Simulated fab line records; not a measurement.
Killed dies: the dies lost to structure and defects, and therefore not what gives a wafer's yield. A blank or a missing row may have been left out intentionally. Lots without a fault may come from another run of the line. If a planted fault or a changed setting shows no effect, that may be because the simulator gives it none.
Which tool is to blame?	flow n5-finfet	24 lots, 72 wafers sampled, at 6 steps of a route of 1938

== WHAT EACH GAUGE READ, for each wafer ==
N5_BEOL_M9_CD_MEAS_11: the cd target is 64.1 nm.
lot	measured	on	cd-nm (nm)
L075	day 9 19:20	cd-sem-03	63.0 63.4 63.5
L074	day 9 23:43	cd-sem-01	63.7 64.7 64.6
L076	day 10 05:31	cd-sem-03	63.6 62.8 63.0
L077	day 10 11:19	cd-sem-03	63.6 64.3 63.7
L080	day 10 17:20	cd-sem-03	64.0 64.2 63.8
L078	day 10 17:42	cd-sem-02	64.5 64.0 64.8
L079	day 10 22:24	cd-sem-03	64.6 65.0 64.5
L081	day 11 12:32	cd-sem-01	64.6 63.6 66.0
L083	day 11 15:58	cd-sem-02	64.3 64.2 64.5
L082	day 11 19:10	cd-sem-02	63.0 64.1 64.8
L085	day 12 04:02	cd-sem-02	64.2 64.8 64.4
L086	day 12 18:17	cd-sem-03	63.8 64.1 63.5
L084	day 12 18:30	cd-sem-02	64.2 64.5 64.6
L087	day 12 23:25	cd-sem-03	64.8 64.5 63.6
L089	day 13 20:11	cd-sem-02	65.2 65.4 64.0
L088	day 13 20:37	cd-sem-03	63.8 64.6 63.8
L090	day 14 05:39	cd-sem-01	63.3 64.2 64.0
L091	day 14 08:05	cd-sem-02	64.4 64.9 64.7
L093	day 14 10:58	cd-sem-02	64.5 64.5 64.5
L094	day 14 15:29	cd-sem-02	65.4 65.5 64.7
L092	day 14 20:32	cd-sem-02	64.2 64.9 64.2
L095	day 14 23:41	cd-sem-02	64.7 64.8 65.0
L096	day 15 03:35	cd-sem-03	65.5 64.2 64.5
L097	day 15 06:23	cd-sem-02	64.4 64.5 63.9

N5_BEOL_M9_CD_MEAS_28: the cd target is 70 nm.
lot	measured	on	cd-nm (nm)
L075	day 9 20:29	cd-sem-03	70.07 69.90 69.93
L074	day 10 00:52	cd-sem-02	70.31 70.22 70.07
L076	day 10 06:22	cd-sem-02	69.39 69.92 69.98
L077	day 10 12:58	cd-sem-03	69.88 70.00 70.21
L080	day 10 20:14	cd-sem-02	69.98 70.49 69.85
L078	day 10 20:25	cd-sem-02	69.90 69.52 69.84
L079	day 11 00:38	cd-sem-01	69.75 70.18 70.06
L081	day 11 13:36	cd-sem-01	70.10 69.70 70.00
L083	day 11 17:23	cd-sem-02	69.91 69.69 69.74
L082	day 11 20:01	cd-sem-03	69.45 69.59 69.84
L085	day 12 05:06	cd-sem-01	69.75 69.91 69.84
L086	day 12 19:49	cd-sem-01	69.93 69.94 69.88
L084	day 12 19:52	cd-sem-02	69.91 70.21 69.96
L087	day 13 00:29	cd-sem-02	70.15 70.46 70.11
L089	day 13 21:52	cd-sem-01	69.37 70.35 69.48
L088	day 13 22:02	cd-sem-01	69.57 69.78 69.57
L090	day 14 07:13	cd-sem-03	69.90 69.65 69.30
L091	day 14 09:07	cd-sem-01	70.02 69.77 69.64
L093	day 14 12:14	cd-sem-02	70.07 69.97 69.60
L094	day 14 17:23	cd-sem-01	70.21 70.09 70.01
L092	day 14 22:19	cd-sem-01	69.79 69.87 69.75
L095	day 15 00:41	cd-sem-03	70.21 69.65 70.17
L096	day 15 05:44	cd-sem-02	70.36 69.88 69.77
L097	day 15 09:02	cd-sem-01	69.81 69.98 69.67

== WHAT TOOL EACH LOT RAN ON (gives the tool, then ch and the chambers of the sampled wafers, and finally the start) ==
lot	N5_BEOL_M8_ETCH_66	N5_BEOL_M8_ALD_77	N5_BEOL_M8_SURFACE_TREAT_79	N5_BEOL_M8_CMP_52
L075	rie-diel-04 ch 0,2,3, day 9 09:56	ald-metal-02 ch 0,2,3, day 9 14:52	pvd-sputter-03, day 9 15:18	cmp-04 ch 0,1,3, day 9 16:07
L074	rie-diel-03 ch 0,2,3, day 9 18:06	ald-metal-01 ch 0,1,2, day 9 19:30	pvd-sputter-02, day 9 19:47	cmp-04 ch 0,1,3, day 9 20:32
L076	rie-diel-06 ch 2,3, day 9 23:31	ald-metal-02 ch 0,1,2, day 10 00:28	pvd-sputter-01, day 10 01:15	cmp-01 ch 0,1,3, day 10 02:07
L077	rie-diel-03 ch 1,3, day 10 06:25	ald-metal-01 ch 0,1,3, day 10 07:37	pvd-sputter-01, day 10 07:59	cmp-04 ch 0,1, day 10 08:58
L080	rie-diel-03 ch 0,1,2, day 10 10:12	ald-metal-01 ch 0,2, day 10 11:16	pvd-sputter-03, day 10 11:37	cmp-04 ch 0,2,3, day 10 12:24
L078	rie-diel-04 ch 1,2,3, day 10 10:22	ald-metal-02 ch 0,1, day 10 11:35	pvd-sputter-01, day 10 11:56	cmp-04 ch 0,2,3, day 10 13:14
L079	rie-diel-03 ch 0,1,2, day 10 16:43	ald-metal-02 ch 0,1,2, day 10 17:41	pvd-sputter-01, day 10 17:59	cmp-01 ch 0,2,3, day 10 19:29
L081	rie-diel-04 ch 0,1,2, day 11 07:48	ald-metal-04 ch 0,1,3, day 11 09:02	pvd-sputter-02, day 11 09:26	cmp-01 ch 2,3, day 11 10:16
L083	rie-diel-06 ch 0,1, day 11 10:55	ald-metal-01 ch 0,2, day 11 12:10	pvd-sputter-01, day 11 12:56	cmp-03 ch 0,1,3, day 11 14:01
L082	rie-diel-04 ch 0,1, day 11 13:20	ald-metal-01 ch 0,1, day 11 14:36	pvd-sputter-03, day 11 14:55	cmp-04 ch 0,1,2, day 11 17:22
L085	rie-diel-03 ch 1,2, day 11 19:53	ald-metal-04 ch 0,2,3, day 11 21:15	pvd-sputter-01, day 11 21:32	cmp-01 ch 0,2,3, day 12 00:34
L086	rie-diel-06 ch 1,2, day 12 10:24	ald-metal-02 ch 1,3, day 12 11:53	pvd-sputter-02, day 12 13:38	cmp-01 ch 0,1, day 12 14:35
L084	rie-diel-03 ch 1,2,3, day 12 11:01	ald-metal-04 ch 0,1,2, day 12 13:54	pvd-sputter-02, day 12 14:17	cmp-03 ch 0,2,3, day 12 15:04
L087	rie-diel-06 ch 2,3, day 12 17:46	ald-metal-01 ch 0,1,2, day 12 20:00	pvd-sputter-03, day 12 20:20	cmp-01 ch 1,2, day 12 21:21
L089	rie-diel-04 ch 0,2,3, day 13 13:22	ald-metal-04 ch 0,1,2, day 13 15:59	pvd-sputter-02, day 13 16:17	cmp-04 ch 1,2, day 13 16:59
L088	rie-diel-03 ch 0,2, day 13 15:19	ald-metal-04 ch 0,3, day 13 16:43	pvd-sputter-02, day 13 17:02	cmp-03 ch 2,3, day 13 18:02
L090	rie-diel-04 ch 0,2,3, day 13 22:01	ald-metal-01 ch 1,2, day 13 23:27	pvd-sputter-02, day 13 23:47	cmp-01 ch 0,1,2, day 14 02:32
L091	rie-diel-06 ch 1,2, day 14 02:06	ald-metal-01 ch 0,2,3, day 14 03:19	pvd-sputter-03, day 14 05:02	cmp-03 ch 0,1,2, day 14 06:01
L093	rie-diel-04 ch 0,1,2, day 14 05:13	ald-metal-01 ch 0,1, day 14 06:35	pvd-sputter-03, day 14 06:56	cmp-01 ch 0,1,3, day 14 08:02
L094	rie-diel-04 ch 1,2, day 14 11:13	ald-metal-04 ch 0,1,3, day 14 12:13	pvd-sputter-02, day 14 12:36	cmp-04 ch 1,3, day 14 13:49
L092	rie-diel-04 ch 0,1,3, day 14 14:59	ald-metal-02 ch 1,2,3, day 14 16:12	pvd-sputter-01, day 14 16:52	cmp-03 ch 0,1,2, day 14 17:50
L095	rie-diel-03 ch 0,1,3, day 14 17:56	ald-metal-01 ch 2,3, day 14 19:05	pvd-sputter-01, day 14 19:24	cmp-04 ch 0,1, day 14 20:24
L096	rie-diel-04 ch 1,2,3, day 14 22:45	ald-metal-01 ch 2,3, day 14 23:59	pvd-sputter-02, day 15 00:20	cmp-03 ch 1,2,3, day 15 01:39
L097	rie-diel-04 ch 2,3, day 15 00:59	ald-metal-01 ch 0,2,3, day 15 02:07	pvd-sputter-03, day 15 02:37	cmp-03 ch 1,2, day 15 04:12
- N5_BEOL_M8_ETCH_66: etches SOC in N2/H2, target depth 80 nm, overetch 16 nm, time 120 s.
- N5_BEOL_M8_ALD_77: deposits TaN, target thk 2 nm, pulse time 2 s, purge time 3 s.
- N5_BEOL_M8_SURFACE_TREAT_79
- N5_BEOL_M8_CMP_52: polishes, stops on SiCOH lowk, t overpolish 6.9 s, target thk 80 nm.

== WHAT THE TOOLS THEMSELVES READ (means of the sampled wafers that have a number; where no wafer has one, the mark that the record gives instead) ==
N5_BEOL_M8_ETCH_66.
lot	tool	chamber-pressure-mTorr (mTorr)	drypump-motor-current-A (A)	oes-product-au (a.u.)	rf-vpp-V (V)	showerhead-plenum-p-Torr (Torr)	throttle-valve-pct (%)
L075	rie-diel-04	29.966	5.9	0.57	522.8	2.51	17.71
L074	rie-diel-03	30.009	6.1	0.63	525.2	2.58	18.12
L076	rie-diel-06	29.997	5.8	0.68	522.8	2.51	17.79
L077	rie-diel-03	29.988	5.6	0.54	525.0	2.59	17.91
L080	rie-diel-03	29.973	5.9	0.63	524.7	2.61	17.95
L078	rie-diel-04	30.014	6.1	0.57	524.1	2.57	17.82
L079	rie-diel-03	30.017	5.9	0.63	525.8	2.60	17.96
L081	rie-diel-04	30.000	6.1	0.57	522.5	2.51	17.84
L083	rie-diel-06	29.987	6.2	0.66	526.9	2.66	17.72
L082	rie-diel-04	30.008	6.2	0.54	521.8	2.49	17.86
L085	rie-diel-03	29.990	5.7	0.62	525.5	2.59	17.85
L086	rie-diel-06	30.000	6.4	0.69	524.6	2.56	17.54
L084	rie-diel-03	29.983	5.7	0.58	524.9	2.57	17.98
L087	rie-diel-06	29.986	5.8	0.64	522.5	2.50	17.81
L089	rie-diel-04	30.006	6.0	0.62	522.4	2.49	17.62
L088	rie-diel-03	30.011	6.0	0.64	525.7	2.59	18.05
L090	rie-diel-04	30.010	5.9	0.62	522.4	2.49	17.61
L091	rie-diel-06	29.999	6.1	0.67	523.5	2.51	17.61
L093	rie-diel-04	29.990	6.0	0.56	523.4	2.50	17.88
L094	rie-diel-04	30.000	5.9	0.57	522.2	2.52	17.88
L092	rie-diel-04	30.009	6.3	0.59	523.6	2.54	17.72
L095	rie-diel-03	29.979	6.0	0.56	524.2	2.57	18.14
L096	rie-diel-04	29.997	6.2	0.61	523.9	2.56	17.71
L097	rie-diel-04	30.009	5.8	0.63	522.7	2.51	17.63

N5_BEOL_M8_ALD_77.
lot	tool	heater-power-w (W)
L075	ald-metal-02	403
L074	ald-metal-01	446
L076	ald-metal-02	385
L077	ald-metal-01	442
L080	ald-metal-01	447
L078	ald-metal-02	364
L079	ald-metal-02	398
L081	ald-metal-04	376
L083	ald-metal-01	455
L082	ald-metal-01	463
L085	ald-metal-04	401
L086	ald-metal-02	384
L084	ald-metal-04	413
L087	ald-metal-01	448
L089	ald-metal-04	409
L088	ald-metal-04	373
L090	ald-metal-01	431
L091	ald-metal-01	441
L093	ald-metal-01	464
L094	ald-metal-04	383
L092	ald-metal-02	399
L095	ald-metal-01	418
L096	ald-metal-01	431
L097	ald-metal-01	431

N5_BEOL_M8_CMP_52.
lot	tool	barrier-field-endpoint-s (s)	head-pressure-psi (psi)	motor-current-A (A)	overpolish-run-s (s)	platen-rpm (rpm)	time-to-endpoint-s (s)
L075	cmp-04	28.2	0.9992	6.24	6.898	50.01	61
L074	cmp-04	27.2	0.9983	6.16	6.900	50.01	59
L076	cmp-01	28.7	1.0009	5.93	6.903	49.99	61
L077	cmp-04	28.5	1.0005	6.12	6.895	49.97	59
L080	cmp-04	27.9	1.0013	6.34	6.907	50.01	63
L078	cmp-04	28.2	1.0016	6.39	6.905	50.03	64
L079	cmp-01	28.1	1.0007	5.72	6.896	50.01	61
L081	cmp-01	29.8	0.9990	5.94	6.896	50.00	65
L083	cmp-03	29.0	1.0004	5.97	6.904	49.99	61
L082	cmp-04	27.7	0.9987	6.15	6.897	50.02	58
L085	cmp-01	29.6	1.0020	5.76	6.894	49.98	68
L086	cmp-01	28.9	1.0011	6.14	6.895	49.99	62
L084	cmp-03	27.8	0.9994	5.91	6.899	49.99	61
L087	cmp-01	29.4	1.0015	6.27	6.895	50.02	66
L089	cmp-04	27.8	1.0001	6.35	6.900	50.02	59
L088	cmp-03	29.8	0.9992	5.94	6.891	50.01	64
L090	cmp-01	28.2	0.9989	6.01	6.905	50.00	63
L091	cmp-03	28.2	1.0011	6.05	6.906	50.02	60
L093	cmp-01	28.7	0.9997	5.73	6.893	49.97	64
L094	cmp-04	28.7	0.9991	6.21	6.904	49.98	63
L092	cmp-03	28.1	1.0014	5.86	6.906	49.98	62
L095	cmp-04	28.8	0.9998	5.91	6.893	50.02	64
L096	cmp-03	29.3	1.0007	5.97	6.904	50.00	65
L097	cmp-03	28.4	1.0010	5.91	6.903	49.99	65

== THE ANSWER, worked out from the rows above alone ==
Rule: usual is defined by the lots themselves. Put in order of their means at a reading, lots are off if they are a third of the lots or fewer, leave a main group of 4 or more, and stand apart from it by a gap of 3 or more times the standard deviation of the main group's means; of several such gaps the widest counts. A main group is skipped when, at the precision printed for the reading in the tables above, its means are all equal. Also off: a lot with no number at a reading for which 4 or more lots have one. The other lots that the step has rows for count as sound. After the gauges, taken in route order, come the tools' own readings; for these a lot's mean is taken, as printed above. The first step at which some lot is off is used, and at that step the reading that is off furthest; a lot without a number counts as furthest.
None of the lots is off at any reading shown; this tells nothing.

== WHAT THE SIMULATOR PUT IN ==
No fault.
